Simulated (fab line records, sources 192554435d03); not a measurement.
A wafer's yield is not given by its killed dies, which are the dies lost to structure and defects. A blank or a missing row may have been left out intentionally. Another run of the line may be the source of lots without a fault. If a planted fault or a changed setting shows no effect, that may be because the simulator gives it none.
fab line records	flow n5_finfet
record lots=7	wafers=21
route steps=1938 shown MOL_CONTACT_COAG@564 BEOL_M0_CUTY@713 BEOL_M0@715 BEOL_M1@778
start_h: hours from the record's first day to the start of the lot's first wafer shown	wait_h: time in hours since the lot's previous step	" same as the row above	L1.1+2: a row that stands for several wafers	- no value present, or no start provided	* or withheld: withheld	< > ~ a bound
route shown NAME@n: names a module that has steps shown in the file, with the first one's number in the route	usual: mean and standard deviation over wafers with no fault	same: alike in all rows	chamber/n: place in a boat	sites: per-site readings	_std_site: how widely they spread, as a standard deviation	_edge_site: the outer-site mean with the inner-site mean subtracted	radius_mm: how far each site lies from the wafer's centre	mask NAME#n: copy n	behind: tool/chamber where the wafer was last shaped	hold: the reason the lot was held/the length of the hold in hours/how it ended	device: the transistor (n, p or np) that didn't switch	end of line: the tests these same wafers got at the end of their route	a step given without rows: its recipe and nothing more	killed: not the wafer's yield, but the dies lost to structure and defects at the first sort	map: a wafer's dies, x killed, . not, _ none there
set.NAME: the setting the step ran with; set.NAME@STEP: the setting that earlier step ran with	model.NAME: the simulator's own value behind a step, which no gauge read
lots where settings were altered on purpose, with a table for each step and a row for each wafer
## steps
# step N5_MOL_CONTACT_COAG_COAT_75
# recipe resist=SOC	temp_c=250	time_s=60	spin_rpm=1500	resist_thk_nm=60
lot.wafer	tool	chamber	start_h	wait_h	set.spin_rpm	model.SOC_of_MOL_CONTACT_COAG_COAT_75.thk_nm
L074.4+5+6	litho_track-05	0	100.18	0.0	1500	60.2
L081.1	litho_track-03	0	144.49	0.0	1500	60.2
L081.5+6	"	0	"	"	1500	60
L084.2	litho_track-05	0	163.32	0.0	1416	62.2
L084.4	"	0	"	"	1416	62
L084.6	"	0	"	"	1500	60.4
L086.2+3	litho_track-04	0	177.93	0.0	1500	60
L086.4	"	0	"	"	1500	59.8
L088.2+6	litho_track-05	0	186.73	0.0	1500	60
L088.4	"	0	"	"	1352	63.2
L093.1	litho_track-04	0	215.95	0.1	1500	59.8
L093.2	"	0	"	"	1500	60
L093.3	"	0	"	"	1601	58
L094.2	litho_track-05	0	221.45	0.0	1500	60
L094.3	"	0	"	"	1500	59.8
L094.4	"	0	"	"	1419	61.2
# step N5_MOL_CONTACT_COAG_COAT_76
# recipe resist=SiARC	temp_c=220	time_s=60	spin_rpm=1500	resist_thk_nm=10
# step N5_MOL_CONTACT_COAG_COAT_77
# recipe resist=underlayer	temp_c=205	time_s=60	spin_rpm=1500	resist_thk_nm=10
# step N5_MOL_CONTACT_COAG_ALD_131
# recipe material=SiO2	target_thk_a=50	temp_c=100	ald_precursor_family=BDEAS	ald_co_reactant=O2-plasma	pulse_time_s=1	co_reactant_pulse_time_s=1	purge_time_s=2	co_reactant_purge_time_s=2	ald_cycles=35	pressure_torr=2
# step N5_MOL_CONTACT_COAG_ETCHBACK_132
# recipe chemistry=CHF3	target=SiO2	target_depth_a=100	time_s=6.7	ion_energy_ev=200	pressure_mtorr=30	source_w=610	bias_w=170	Ar_flow_sccm=200	CHF3_flow_sccm=50
# step N5_MOL_CONTACT_COAG_ETCH_91
# recipe chemistry=N2/H2	target=SOC	target_depth_a=600	overetch_a=210	mask_material=SiARC	temp_c=40	time_s=101.2	ion_energy_ev=200	pressure_mtorr=30	source_w=840	bias_w=150	n2_flow_sccm=200	h2_flow_sccm=200
lot.wafer	tool	chamber	start_h	wait_h	set.spin_rpm@MOL_CONTACT_COAG_COAT_75	model.etch.depth_nm
L074.4	rie_diel-04	3	101.26	0.0	1500	60.18
L074.5	"	2	"	"	1500	60.16
L074.6	"	1	"	"	1500	60.15
L081.1	rie_diel-01	0	145.38	0.0	1500	60.19
L081.5	"	0	"	"	1500	60
L081.6	"	1	"	"	1500	59.98
L084.2	rie_diel-01	1	164.23	0.0	1416	62.17
L084.4	"	2	"	"	1416	62.01
L084.6	"	3	"	"	1500	60.32
L086.2	rie_diel-04	1	179.61	0.0	1500	60.03
L086.3	"	0	"	"	1500	60.05
L086.4	"	2	"	"	1500	59.85
L088.2	rie_diel-03	2	188.65	0.0	1500	60.08
L088.4	"	2	"	"	1352	63.12
L088.6	"	3	"	"	1500	60.01
L093.1	rie_diel-01	0	217.16	0.0	1500	59.87
L093.2	"	2	"	"	1500	60.07
L093.3	"	3	"	"	1601	58.03
L094.2	rie_diel-01	3	222.35	0.0	1500	59.92
L094.3	"	0	"	"	1500	59.86
L094.4	"	2	"	"	1419	61.28
# step N5_MOL_CONTACT_COAG_STRIP_92
# recipe chemistry=N2/H2	temp_c=40	n2_flow_sccm=200	h2_flow_sccm=200	rf_frequency_hz=6e+07
# step N5_MOL_CONTACT_COAG_STRIP_93
# recipe chemistry=N2/H2	temp_c=40	n2_flow_sccm=200	h2_flow_sccm=200	rf_frequency_hz=6e+07
# step N5_MOL_CONTACT_COAG_ETCHBACK_135
# recipe chemistry=CHF3	target=SiO2	target_depth_a=250	time_s=16.7	ion_energy_ev=200	pressure_mtorr=30	source_w=610	bias_w=170	Ar_flow_sccm=200	CHF3_flow_sccm=50
# step N5_MOL_CONTACT_COAG_STRIP_118
# recipe chemistry=CHF3	resist=SiARC	rf_frequency_hz=6e+07
# step N5_MOL_CONTACT_COAG_VIA_ETCH_46
# recipe chemistry=C4F6/O2	target_depth_a=460	overetch_a=92	mask_material=SOC	target=SiO2	bias_w=455	pressure_mtorr=10	time_s=40	source_w=325	Ar_flow_sccm=300	C4F6_flow_sccm=10	O2_flow_sccm=10	ion_energy_ev=575.3	ends=end_point
lot.wafer	tool	chamber	start_h	wait_h	set.spin_rpm@MOL_CONTACT_COAG_COAT_75	model.SOC_of_MOL_CONTACT_COAG_COAT_75.thk_nm
L074.4+5	rie_diel-04	3,2	101.38	0.0	1500	51
L074.6	"	1	"	"	1500	51.4
L081.1	rie_diel-01	0	145.51	0.0	1500	51.2
L081.5	"	0	"	"	1500	51
L081.6	"	1	"	"	1500	50.6
L084.2+4	rie_diel-01	1,2	164.35	0.0	1416	52.8
L084.6	"	3	"	"	1500	50.8
L086.2+3	rie_diel-04	1,0	179.73	0.0	1500	50.8
L086.4	"	2	"	"	1500	50.6
L088.2+6	rie_diel-03	2,3	188.77	0.0	1500	50.8
L088.4	"	2	"	"	1352	53.8
L093.1	rie_diel-01	0	217.28	0.0	1500	51
L093.2	"	2	"	"	1500	50.8
L093.3	"	3	"	"	1601	48.6
L094.2	rie_diel-01	3	222.47	0.0	1500	50.4
L094.3	"	0	"	"	1500	50.8
L094.4	"	2	"	"	1419	52
# step N5_MOL_CONTACT_COAG_VIA_ETCH_117
# recipe chemistry=C4F6/O2	target_depth_a=400	overetch_a=80	mask_material=SOC	target=SiO2	bias_w=455	pressure_mtorr=10	time_s=26	source_w=325	Ar_flow_sccm=300	C4F6_flow_sccm=10	O2_flow_sccm=10	ion_energy_ev=575.3	ends=end_point
# usual rf_vpp_V=1593/22
lot.wafer	tool	chamber	start_h	wait_h	set.bias_w	rf_vpp_V
L074.4	rie_diel-01	2	103.07	0.0	491.4	1676
L074.5	"	2	"	"	455	1581
L074.6	"	3	"	"	491.4	1678
L081.1	rie_diel-01	1	147.02	0.0	390.3	1426
L081.5	"	2	"	"	455	1582
L081.6	"	1	"	"	455	1602
L084.2	rie_diel-04	2	165.74	0.0	490.2	1726
L084.4	"	2	"	"	490.2	1725
L084.6	"	2	"	"	455	1633
L086.2	rie_diel-01	2	182.59	0.0	455	1581
L086.3	"	1	"	"	455	1600
L086.4	"	0	"	"	455	1556
L088.2	rie_diel-01	2	191.41	0.0	455	1581
L088.4	"	3	"	"	455	1583
L088.6	"	0	"	"	428.3	1488
L093.1	rie_diel-04	0	218.69	0.0	455	1579
L093.2	"	2	"	"	455	1633
L093.3	"	1	"	"	455	1624
L094.2	rie_diel-01	2	223.87	0.0	455	1582
L094.3	"	0	"	"	455	1556
L094.4	"	3	"	"	455	1583
# step N5_MOL_CONTACT_COAG_CVD_140
# recipe material=W	target_thk_a=665	mode=selective_fill	temp_c=300	time_s=215
lot.wafer	tool	chamber	start_h	wait_h	set.target_thk_a	model.W_of_MOL_CONTACT_COAG_CVD_140.thk_nm
L074.4	cvd_w-02	1	103.78	0.1	603.7	59.6
L074.5	"	0	"	"	665	66.6
L074.6	"	1	"	"	603.7	60
L081.1	cvd_w-01	0	147.77	0.1	665	66.2
L081.5	"	0	"	"	665	66
L081.6	"	1	"	"	701.6	69.4
L084.2	cvd_w-02	1	166.32	0.1	665	65.8
L084.4	"	1	"	"	710.7	70.4
L084.6	"	1	"	"	710.7	71.2
L086.2	cvd_w-02	0	183.08	0.1	665	67
L086.3	"	0	"	"	665	67.2
L086.4	"	1	"	"	665	67.6
L088.2	cvd_w-01	1	191.90	0.1	665	67
L088.4	"	1	"	"	665	67.6
L088.6	"	0	"	"	665	67.2
L093.1	cvd_w-02	1	219.17	0.1	581.6	58
L093.2	"	0	"	"	581.6	58.2
L093.3	"	0	"	"	665	66.2
L094.2	cvd_w-02	1	224.68	0.1	609	60.6
L094.3	"	1	"	"	665	66.2
L094.4	"	0	"	"	609	61
# step N5_MOL_CONTACT_COAG_PRECLEAN_127
# recipe chemistry=DIW	time_s=57.5	temp_c=23
# step N5_MOL_CONTACT_COAG_SRD_128
# recipe dry_time_s=32	dry=n2_spin	spin_rpm=1500
# step N5_MOL_CONTACT_COAG_CMP_52
# recipe stop_on=SiO2	t_overpolish_s=1.5	post_cmp_clean=w_dilute_nh4oh	down_force_psi=4	platen_rpm=50.289	pad_velocity_m_s=1.0006	target_thk_nm=66.5
lot.wafer	tool	chamber	start_h	wait_h	set.target_thk_a@MOL_CONTACT_COAG_CVD_140	model.W_of_MOL_CONTACT_COAG_CVD_140.thk_nm
L074.4	cmp-01	0	104.06	0.1	603.7	59.6
L074.6	"	3	"	"	603.7	60
L074.5	"	0	"	"	665	66.6
L081.1	cmp-03	2	148.16	0.1	665	66.2
L081.5	"	0	"	"	665	66
L081.6	"	1	"	"	701.6	67.6
L084.2	cmp-01	0	166.67	0.1	665	65.8
L084.4	"	2	"	"	710.7	67
L084.6	"	3	"	"	710.7	69
L086.4	cmp-03	1	183.40	0.0	665	66.8
L086.3	"	3	"	"	665	67.2
L086.2	"	0	"	"	665	67
L088.2	cmp-03	0	192.29	0.1	665	67
L088.4	"	1	"	"	665	64.6
L088.6	"	3	"	"	665	67.2
L093.1	cmp-01	0	219.49	0.0	581.6	58
L093.3	"	1	"	"	665	66.2
L093.2	"	3	"	"	581.6	58.2
L094.2	cmp-01	0	225.06	0.1	609	60.6
L094.3	"	1	"	"	665	66.2
L094.4	"	2	"	"	609	61
# step N5_BEOL_M0_CUTY_ETCH_63
# recipe chemistry=N2/H2	target=SOC	target_depth_a=827	overetch_a=165	mask_material=SiARC	temp_c=40	ion_energy_ev=200	time_s=124	pressure_mtorr=30	source_w=840	bias_w=150	n2_flow_sccm=200	h2_flow_sccm=200
lot.wafer	tool	chamber	start_h	wait_h	set.time_s	model.SiO2_of_BEOL_M0_SAQP_SPACER2_ALD_26.thk_nm
L074.4	rie_diel-04	3	117.25	0.1	104.2	7.8
L074.5	"	1	"	"	124	7.4
L074.6	"	0	"	"	124	7.2
L081.1+6	rie_diel-01	3,1	158.68	0.0	99.57	7.8
L081.5	"	2	"	"	124	7.2
L084.2	rie_diel-01	0	180.74	0.0	101.3	7.8
L084.4+6	"	2,3	"	"	124	7.2
L086.2+3	rie_diel-04	0,3	195.07	0.0	124	7.2
L086.4	"	1	"	"	124	7.4
L088.2+6	rie_diel-04	3,1	202.93	0.0	124	7.2
L088.4	"	1	"	"	96.13	8
L093.1+3	rie_diel-01	2,3	231.04	0.0	150.4	6.4
L093.2	"	1	"	"	124	7.2
L094.2	rie_diel-03	1	240.45	0.0	99.35	8
L094.3	"	2	"	"	99.35	7.8
L094.4	"	1	"	"	124	7.2
# step N5_BEOL_M0_CUTY_STRIP_64
# recipe chemistry=N2/H2	temp_c=40	n2_flow_sccm=200	h2_flow_sccm=200	rf_frequency_hz=6e+07
# step N5_BEOL_M0_ETCH_138
# recipe chemistry=CH3F/O2	target_depth_a=120	target=SiCN	time_s=31.6	ion_energy_ev=120	pressure_mtorr=30	source_w=395	bias_w=75	Ar_flow_sccm=150	CH3F_flow_sccm=30	O2_flow_sccm=20	ends=cleared
lot.wafer	tool	chamber	start_h	wait_h	set.time_s@BEOL_M0_CUTY_ETCH_63	model.SiO2_of_BEOL_M0_SAQP_SPACER2_ALD_26.thk_nm
L074.4	rie_diel-04	3	117.35	0.0	104.2	5.8
L074.5+6	"	1,0	"	"	124	5.4
L081.1	rie_diel-01	3	158.80	0.0	99.57	5.6
L081.5	"	2	"	"	124	5.2
L081.6	"	1	"	"	99.57	5.8
L084.2	rie_diel-01	0	180.86	0.0	101.3	6
L084.4+6	"	2,3	"	"	124	5.2
L086.2+3	rie_diel-04	0,3	195.20	0.0	124	5.2
L086.4	"	1	"	"	124	5.4
L088.2+6	rie_diel-04	3,1	203.06	0.0	124	5.2
L088.4	"	1	"	"	96.13	6
L093.1	rie_diel-01	2	231.16	0.0	150.4	4.4
L093.2	"	1	"	"	124	5.2
L093.3	"	3	"	"	150.4	4.2
L094.2	rie_diel-03	1	240.57	0.0	99.35	6
L094.3	"	2	"	"	99.35	5.8
L094.4	"	1	"	"	124	5.2
# step N5_BEOL_M0_HM_OPEN_105
# recipe chemistry=Cl2/BCl3	target_depth_a=120	target=TiN	ion_energy_ev=150	pressure_mtorr=10	icp_w=1000	bias_w=126	Cl2_flow_sccm=53.25	bcl3_flow_sccm=21.75	Ar_flow_sccm=25
lot.wafer	tool	chamber	start_h	wait_h	set.time_s@BEOL_M0_CUTY_ETCH_63	model.SiO2_of_BEOL_M0_SAQP_SPACER2_ALD_26.thk_nm
L074.4	rie_metal-01	1	118.12	0.7	104.2	3.4
L074.5	"	1	"	"	124	3
L074.6	"	0	"	"	124	3.2
L081.1	rie_metal-02	0	160.57	1.7	99.57	3.4
L081.5	"	0	"	"	124	2.8
L081.6	"	1	"	"	99.57	3.2
L084.2	rie_metal-02	1	181.46	0.6	101.3	3.4
L084.4+6	"	1,0	"	"	124	2.8
L086.2+3+4	rie_metal-03	0,1,0	195.62	0.4	124	2.8
L088.2+6	rie_metal-03	1	205.03	1.9	124	2.8
L088.4	"	0	"	"	96.13	3.4
L093.1+3	rie_metal-03	0	231.81	0.6	150.4	2
L093.2	"	1	"	"	124	2.8
L094.2+3	rie_metal-02	1,0	240.82	0.2	99.35	3.6
L094.4	"	1	"	"	124	2.6
# step N5_BEOL_M0_TRENCH_ETCH_107
# recipe chemistry=C4F6/O2	target_depth_a=328	target=SiOC	time_s=16.4	ion_energy_ev=250	pressure_mtorr=30	source_w=355	bias_w=185	Ar_flow_sccm=300	C4F6_flow_sccm=10	O2_flow_sccm=10
lot.wafer	tool	chamber	start_h	wait_h	set.target_depth_a	model.BEOL_M0.feature_depth_nm
L074.4	rie_diel-01	2	118.59	0.0	328	32.6
L074.5	"	1	"	"	339.4	35
L074.6	"	2	"	"	339.4	33.6
L081.1+5	rie_diel-04	3,2	161.18	0.0	328	32.4
L081.6	"	3	"	"	289.6	28.4
L084.2	rie_diel-01	1	181.82	0.0	328	32.8
L084.4	"	3	"	"	328	33.6
L084.6	"	3	"	"	328	33.2
L086.2	rie_diel-04	2	196.45	0.0	328	32.6
L086.3	"	3	"	"	328	32.2
L086.4	"	1	"	"	328	33
L088.2	rie_diel-04	2	205.62	0.0	328	32.2
L088.4	"	3	"	"	328	32
L088.6	"	0	"	"	328	31.6
L093.1	rie_diel-04	2	232.21	0.0	362.6	35.6
L093.2	"	1	"	"	328	32.6
L093.3	"	0	"	"	328	32
L094.2	rie_diel-01	1	241.98	0.0	306.8	31
L094.3	"	2	"	"	328	32
L094.4	"	3	"	"	306.8	31.4
# step N5_BEOL_M0_STRIP_142
# recipe chemistry=N2/H2	time_s=10	power_w=450	temp_c=40	pressure_mtorr=20	rf_frequency_hz=6e+07	bias_power_w=7	n2_flow_sccm=200	h2_flow_sccm=200
# step N5_BEOL_M0_OCD_MEAS_108
# usual trench_depth_nm=32.3/0.69
lot.wafer	tool	chamber	start_h	wait_h	set.target_depth_a@BEOL_M0_TRENCH_ETCH_107	trench_depth_nm
L074.4	ocd-02	-	118.69	0.1	328	32.6
L074.5	"	-	"	"	339.4	35.0
L074.6	"	-	"	"	339.4	33.8
L081.1	ocd-01	-	161.32	0.1	328	32.2
L081.5	"	-	"	"	328	32.8
L081.6	"	-	"	"	289.6	28.3
L084.2	ocd-01	-	181.92	0.1	328	33.2
L084.4	"	-	"	"	328	34.4
L084.6	"	-	"	"	328	32.8
L086.2	ocd-02	-	196.55	0.1	328	32.5
L086.3	"	-	"	"	328	32.1
L086.4	"	-	"	"	328	33.0
L088.2	ocd-02	-	205.73	0.1	328	31.5
L088.4	"	-	"	"	328	31.9
L088.6	"	-	"	"	328	31.6
L093.1	ocd-01	-	232.32	0.1	362.6	35.3
L093.2	"	-	"	"	328	32.9
L093.3	"	-	"	"	328	32.1
L094.2	ocd-01	-	242.08	0.1	306.8	30.8
L094.3	"	-	"	"	328	31.8
L094.4	"	-	"	"	306.8	31.2
# step N5_BEOL_M1_COAT_68
# recipe resist=SiARC	temp_c=220	time_s=60	spin_rpm=1500	resist_thk_nm=12
lot.wafer	tool	chamber	start_h	wait_h	set.spin_rpm	model.SiARC_of_BEOL_M1_COAT_68.thk_nm
L074.4+5	litho_track-03	0	-	-	1500	12
L074.6	"	0	"	"	1625	11.6
L081.1	litho_track-04	0	-	-	1581	11.8
L081.5	"	0	"	"	1581	11.6
L081.6	"	0	"	"	1500	12
L084.2+6	litho_track-03	0	-	-	1500	12
L084.4	"	0	"	"	1381	12.6
L086.2+3+4	litho_track-03	0	-	-	1500	12
L088.2+4	litho_track-03	0	-	-	1500	12
L088.6	"	0	"	"	1442	12.2
L093.1+3	litho_track-04	0	-	-	1348	12.6
L093.2	"	0	"	"	1500	12
L094.2+3+4	litho_track-03	0	-	-	1500	12
# step N5_BEOL_M1_ETCH_77
# recipe chemistry=N2/H2	target=underlayer	target_depth_a=65	mask_material=CAR-EUV	time_s=5.2	ion_energy_ev=200	pressure_mtorr=30	source_w=840	bias_w=150	n2_flow_sccm=200	h2_flow_sccm=200	ends=cleared
# usual etch_rf_on_time_s=5.16/0.12	rf_vpp_V=524/3.1
lot.wafer	tool	chamber	start_h	wait_h	set.source_w	etch_rf_on_time_s	rf_vpp_V
L074.4	rie_diel-05	1	127.20	0.0	840	5.37	528
L074.5	"	0	"	"	840	5.26	524
L074.6	"	1	"	"	840	5.34	527
L081.1	rie_diel-05	1	168.67	0.0	840	5.35	527
L081.5	"	2	"	"	927.8	4.65	509
L081.6	"	3	"	"	927.8	4.78	506
L084.2	rie_diel-06	2	189.18	0.0	840	5.37	528
L084.4	"	1	"	"	840	5.04	523
L084.6	"	1	"	"	907.5	4.73	509
L086.2	rie_diel-02	2	203.53	0.0	840	4.98	521
L086.3	"	1	"	"	840	5.16	528
L086.4	"	2	"	"	840	5.03	521
L088.2	rie_diel-02	2	212.54	0.0	840	5.07	523
L088.4	"	3	"	"	840	5.09	524
L088.6	"	1	"	"	840	5.22	528
L093.1	rie_diel-05	2	239.78	0.0	840	5.23	525
L093.2	"	3	"	"	840	5.24	523
L093.3	"	1	"	"	840	5.42	527
L094.2	rie_diel-05	1	249.69	0.0	840	5.39	525
L094.3	"	0	"	"	840	5.14	522
L094.4	"	2	"	"	889.4	4.88	519
# step N5_BEOL_M1_ETCH_69
# recipe chemistry=CF4	target=SiARC	target_depth_a=156	mask_material=CAR-EUV	time_s=26	ion_energy_ev=80	pressure_mtorr=40	source_w=545	bias_w=36	Ar_flow_sccm=100	cf4_flow_sccm=100	ends=cleared
lot.wafer	tool	chamber	start_h	wait_h	set.spin_rpm@BEOL_M1_COAT_68	model.etch.depth_nm	model.CAR-EUV_of_BEOL_M1_COAT_22.thk_nm
L074.4	rie_diel-05	1	127.22	0.0	1500	12.05	11.2
L074.5	"	0	"	"	1500	12.09	11.2
L074.6	"	1	"	"	1625	11.6	11.6
L081.1	rie_diel-05	1	168.69	0.0	1581	11.71	11.4
L081.5	"	2	"	"	1581	11.7	11.2
L081.6	"	3	"	"	1500	12	11.2
L084.2	rie_diel-06	2	189.19	0.0	1500	12	11
L084.4	"	1	"	"	1381	12.51	10.6
L084.6	"	1	"	"	1500	11.98	11
L086.2	rie_diel-02	2	203.55	0.0	1500	12	11.2
L086.3	"	1	"	"	1500	12.02	11
L086.4	"	2	"	"	1500	12	11
L088.2	rie_diel-02	2	212.55	0.0	1500	12.03	11.2
L088.4	"	3	"	"	1500	11.96	11.4
L088.6	"	1	"	"	1442	12.24	11
L093.1	rie_diel-05	2	239.80	0.0	1348	12.59	10.6
L093.2	"	3	"	"	1500	11.96	11.2
L093.3	"	1	"	"	1348	12.62	10.8
L094.2	rie_diel-05	1	249.71	0.0	1500	12.03	11
L094.3+4	"	0,2	"	"	1500	12.04	11
# step N5_BEOL_M1_ALD_98
# recipe material=SiO2	target_thk_a=25	temp_c=100	ald_precursor_family=BDEAS	ald_co_reactant=O2-plasma	pulse_time_s=1	co_reactant_pulse_time_s=1	purge_time_s=2	co_reactant_purge_time_s=2	ald_cycles=17	pressure_torr=2
# step N5_BEOL_M1_ETCHBACK_99
# recipe chemistry=CHF3	target=SiO2	target_depth_a=50	time_s=10.4	source_w=215	bias_w=47	Ar_flow_sccm=200	CHF3_flow_sccm=12	ion_energy_ev=100	pressure_mtorr=30
lot.wafer	tool	chamber	start_h	wait_h	set.spin_rpm@BEOL_M1_COAT_68	model.CAR-EUV_of_BEOL_M1_COAT_22.thk_nm
L074.4+5	rie_diel-02	1	132.98	5.6	1500	10.4
L074.6	"	0	"	"	1625	10.8
L081.1	rie_diel-06	0	187.33	18.5	1581	10.8
L081.5	"	1	"	"	1581	10.4
L081.6	"	2	"	"	1500	10.4
L084.2+6	rie_diel-05	1	197.89	8.6	1500	10.4
L084.4	"	3	"	"	1381	10
L086.2+3+4	rie_diel-05	2,0,1	210.42	6.6	1500	10.4
L088.2	rie_diel-05	2	222.92	10.2	1500	10.4
L088.4	"	3	"	"	1500	10.6
L088.6	"	0	"	"	1442	10.2
L093.1	rie_diel-02	1	243.51	3.6	1348	9.8
L093.2	"	0	"	"	1500	10.4
L093.3	"	2	"	"	1348	10
L094.2	rie_diel-06	2	251.30	1.5	1500	10.4
L094.3+4	"	3,1	"	"	1500	10.2
## key
split step=N5_MOL_CONTACT_COAG_COAT_75	setting=spin_rpm	stated=1500	by=wafer
response step=N5_MOL_CONTACT_COAG_COAT_75	reading=model.SOC_of_MOL_CONTACT_COAG_COAT_75.thk_nm	change=-0.3	per=1%	r=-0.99
response step=N5_MOL_CONTACT_COAG_ETCH_91	reading=model.etch.depth_nm	change=-0.3	per=1%	r=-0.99
response step=N5_MOL_CONTACT_COAG_VIA_ETCH_46	reading=model.SOC_of_MOL_CONTACT_COAG_COAT_75.thk_nm	change=-0.314	per=1%	r=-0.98
split step=N5_MOL_CONTACT_COAG_VIA_ETCH_117	setting=bias_w	stated=455	by=wafer
response step=N5_MOL_CONTACT_COAG_VIA_ETCH_117	reading=rf_vpp_V	change=+12.2	per=1%	r=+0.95
split step=N5_MOL_CONTACT_COAG_CVD_140	setting=target_thk_a	stated=665	by=wafer
response step=N5_MOL_CONTACT_COAG_CVD_140	reading=model.W_of_MOL_CONTACT_COAG_CVD_140.thk_nm	change=+0.671	per=1%	r=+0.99
response step=N5_MOL_CONTACT_COAG_CMP_52	reading=model.W_of_MOL_CONTACT_COAG_CVD_140.thk_nm	change=+0.597	per=1%	r=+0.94
split step=N5_BEOL_M0_CUTY_ETCH_63	setting=time_s	stated=124	by=wafer
response step=N5_BEOL_M0_CUTY_ETCH_63	reading=model.SiO2_of_BEOL_M0_SAQP_SPACER2_ALD_26.thk_nm	change=-0.0342	per=1%	r=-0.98
response step=N5_BEOL_M0_ETCH_138	reading=model.SiO2_of_BEOL_M0_SAQP_SPACER2_ALD_26.thk_nm	change=-0.0351	per=1%	r=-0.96
response step=N5_BEOL_M0_HM_OPEN_105	reading=model.SiO2_of_BEOL_M0_SAQP_SPACER2_ALD_26.thk_nm	change=-0.0326	per=1%	r=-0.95
split step=N5_BEOL_M0_TRENCH_ETCH_107	setting=target_depth_a	stated=328	by=wafer
response step=N5_BEOL_M0_TRENCH_ETCH_107	reading=model.BEOL_M0.feature_depth_nm	change=+0.307	per=1%	r=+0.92
response step=N5_BEOL_M0_OCD_MEAS_108	reading=trench_depth_nm	change=+0.297	per=1%	r=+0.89
split step=N5_BEOL_M1_COAT_68	setting=spin_rpm	stated=1500	by=wafer
response step=N5_BEOL_M1_COAT_68	reading=model.SiARC_of_BEOL_M1_COAT_68.thk_nm	change=-0.0593	per=1%	r=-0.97
response step=N5_BEOL_M1_ETCH_69	reading=model.etch.depth_nm	change=-0.0611	per=1%	r=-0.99
response step=N5_BEOL_M1_ETCH_69	reading=model.CAR-EUV_of_BEOL_M1_COAT_22.thk_nm	change=+0.0475	per=1%	r=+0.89
response step=N5_BEOL_M1_ETCHBACK_99	reading=model.CAR-EUV_of_BEOL_M1_COAT_22.thk_nm	change=+0.0495	per=1%	r=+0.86
split step=N5_BEOL_M1_ETCH_77	setting=source_w	stated=840	by=wafer
response step=N5_BEOL_M1_ETCH_77	reading=etch_rf_on_time_s	change=*	per=1%	r=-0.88
response step=N5_BEOL_M1_ETCH_77	reading=rf_vpp_V	change=-1.78	per=1%	r=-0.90
